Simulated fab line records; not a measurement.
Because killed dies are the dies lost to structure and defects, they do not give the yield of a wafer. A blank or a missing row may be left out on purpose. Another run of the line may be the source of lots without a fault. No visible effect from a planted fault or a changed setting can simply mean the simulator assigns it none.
Problem report in the 8D (eight disciplines) form, filled by code    flow nand_harc    the parts of the form that need people (team, actions taken, sign-off) are left out

== 1. WHAT IS WRONG ==
At NHARC_END_SORT_01, killed_at_array averages 666 over 6 wafers from 2 lots, while fault-free wafers read 56, standard deviation 21. That puts it +29 standard deviations away from the usual mean.
First seen on wafer L511.2, day 27 10:53, on prober-02. At this step, 6 wafers from 2 lots have a number in the record. The rule behind "out" and "out of limits": a value lying over 4 standard deviations away from the usual mean. Any other wafer with a number is counted as sound.

== 2. WHAT IT IS, WHAT IT ISN'T ==
question                     is                            is not
which readings at this step  killed_at_array, killed_dies  killed_at_periphery, killed_short
which lots                   L511, L512                    -
which wafers of those lots   all that have a number        -
read on which gauges         prober-02                     -
when                         from day 27 10:53             up to then (0 sound wafers)

== 3. THE SUSPECTS, EACH WITH WHAT RULES IT OUT ==
Counting: a tool stays on the suspect list if, at a process step up to the reading, it processed all lots that are out and no sound lot following the first of them.
- the gauge at NHARC_END_SORT_01: kept. All the wafers that are out were read on prober-02, and no step on other tools shows them out.
- acl_dep-02 at NHARC_A_CONTACT_DEP_84 (deposits aC, target thk 2800 nm): kept. It ran every lot that is out, first L511 (day 25 05:55), and no sound lot after that.
The count leaves prober-02 at NHARC_END_SORT_01 and acl_dep-02 at NHARC_A_CONTACT_DEP_84.

== 4. THE CAUSE (what the simulator had put in) ==
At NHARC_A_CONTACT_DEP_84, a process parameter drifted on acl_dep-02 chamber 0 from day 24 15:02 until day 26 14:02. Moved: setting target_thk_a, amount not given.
Of the 2 suspects that counting leaves, this tool is one.

== 5. THE EFFECT CHAIN, in route order ==
Rows list readings where the struck wafers' mean (over those with a number) sits beyond 3 standard deviations from the usual. Readings are gone through only where the record gives a usual standard deviation; hours: the median, over the lots, of the time from a lot's start at the first step in this table giving one to that lot's start at this step; sigmas: the change measured in usual standard deviations.
hours  step               reading          usual  on struck wafers  change  sigmas
0      NHARC_END_SORT_01  killed_at_array  56     666               +610    +29
0      NHARC_END_SORT_01  killed_dies      61     672               +611    +29

== 6. HOW IT WOULD HAVE BEEN CAUGHT EARLIER ==
In this record the first reading out of limits at a measuring or inspecting step was taken at day 27 10:53, 68 hours after the fault began at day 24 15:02.
An alarm limit of 4 standard deviations would not have fired on the tool readings at NHARC_A_CONTACT_DEP_84 for which the record gives a usual standard deviation, since none of them was out on any struck wafer.
Each of the lots that are out, 2 in all, had begun NHARC_A_CONTACT_DEP_84 on acl_dep-02 no later than day 27 10:53. Had the tool been put on hold then, not one of them would have been saved.
